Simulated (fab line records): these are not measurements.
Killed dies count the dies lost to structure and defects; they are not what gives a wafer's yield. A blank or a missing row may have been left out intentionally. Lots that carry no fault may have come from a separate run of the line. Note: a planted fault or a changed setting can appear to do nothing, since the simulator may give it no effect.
Matching of chambers | flow nand-harc | NHARC_P_STI_ETCH_15 on rie-si-01: 4 sister chambers
The step etches the open film in HBr/Cl2, target depth 300 nm, time 100.1 s. 8 wafers are shown with their chamber, then 7 later ones without.

## WAFERS, EACH WITH ITS CHAMBER
wafer  | chamber | drypump-motor-current-A (A) | oes-product-au (a.u.)
L706.4 | 3       | 6.3                         | 0.987
L707.3 | 3       | 6.3                         | 0.987
L712.3 | 2       | 5.5                         | 1.006
L713.1 | 1       | 5.6                         | 0.980
L713.2 | 0       | 5.6                         | 0.993
L713.6 | 0       | 5.6                         | 0.988
L720.2 | 1       | 5.6                         | 0.972
L720.3 | 2       | 5.6                         | 1.004

## WAFERS WITH NO CHAMBER GIVEN
wafer  | drypump-motor-current-A (A) | oes-product-au (a.u.)
L720.5 | 5.5                         | 0.976
L722.2 | 6.3                         | 1.002
L722.4 | 5.6                         | 1.004
L722.5 | 6.3                         | 1.008
L724.3 | 5.6                         | 0.997
L724.4 | 5.6                         | 1.016
L724.6 | 5.6                         | 0.987

## EACH ONE'S CHAMBER
wafer  | from the rows above     | in truth
L720.5 | 1                       | 1
L722.2 | 3                       | 3
L722.4 | 2                       | 2
L722.5 | 3                       | 3
L724.3 | can't be placed: 0 or 2 | 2
L724.4 | 2                       | 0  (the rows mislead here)
L724.6 | 0                       | 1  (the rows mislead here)
Correctly placed: 4 of 7. Unplaceable from these rows: 1, with the true chamber sitting among the candidates in 1. 2 placed wrongly.
How it was worked out, from the rows above alone: a wafer's distance from a chamber is the root of the sum, over the readings, of the square of ((its reading less the chamber's mean) divided by the reading's scatter). If the next closest chamber is less than 2 further off than the closest, the wafer can't be placed; otherwise it belongs to the closest. Each chamber's mean is taken over the wafers shown for it. The scatter: take each reading less its chamber's mean, square it, sum over the shown wafers, divide by the number of wafers less the number of chambers, and take the root.
